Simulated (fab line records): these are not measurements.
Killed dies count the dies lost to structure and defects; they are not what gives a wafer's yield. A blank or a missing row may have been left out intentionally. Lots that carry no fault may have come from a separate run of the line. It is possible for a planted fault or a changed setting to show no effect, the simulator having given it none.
Chamber matching ; flow n5-finfet ; N5_MOL_CONTACT_COAG_CMP_28 on cmp-01 has 4 sister chambers
The step polishes, stops on SiNx, t overpolish 0.85 s, target thk 14.522 nm. 4 wafers are shown with their chamber, then 12 later ones without.

WAFERS, EACH WITH ITS CHAMBER
wafer;chamber;motor-current-A (A)
L088.4;0;11.0
L087.1;1;12.3
L087.3;3;12.4
L087.4;2;13.8

WAFERS WHOSE CHAMBER IS MISSING
wafer;motor-current-A (A)
L090.3;12.8
L090.4;10.7
L090.6;10.9
L092.2;12.8
L092.3;11.2
L092.4;13.6
L095.2;11.1
L095.3;13.0
L095.4;13.7
L096.3;11.7
L096.5;10.6
L096.6;12.9

THE CHAMBER EACH PASSED THROUGH
wafer;from the rows above;in truth
L090.3;can't be placed: 3 or 1 or 2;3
L090.4;0;0
L090.6;0;0
L092.2;can't be placed: 3 or 1 or 2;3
L092.3;0;0
L092.4;2;2
L095.2;0;0
L095.3;can't be placed: 3 or 1 or 2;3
L095.4;2;2
L096.3;can't be placed: 1 or 0 or 3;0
L096.5;0;0
L096.6;can't be placed: 3 or 1 or 2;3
Correct placement for 7 of the 12. These rows do not allow placing 5 (true chamber among the candidates in 5). Wrongly placed: 0.
How it was worked out, from the rows above alone: a wafer's distance from a chamber is the root of the sum, over the readings, of the square of ((its reading less the chamber's mean) divided by the reading's scatter). If the next closest chamber is less than 2 further off than the closest, the wafer can't be placed; otherwise it belongs to the closest. The mean given for a chamber averages the wafers shown for that chamber. The scatter: root of mean squared gap, hidden wafer to nearest shown wafer, with one shown wafer a chamber.
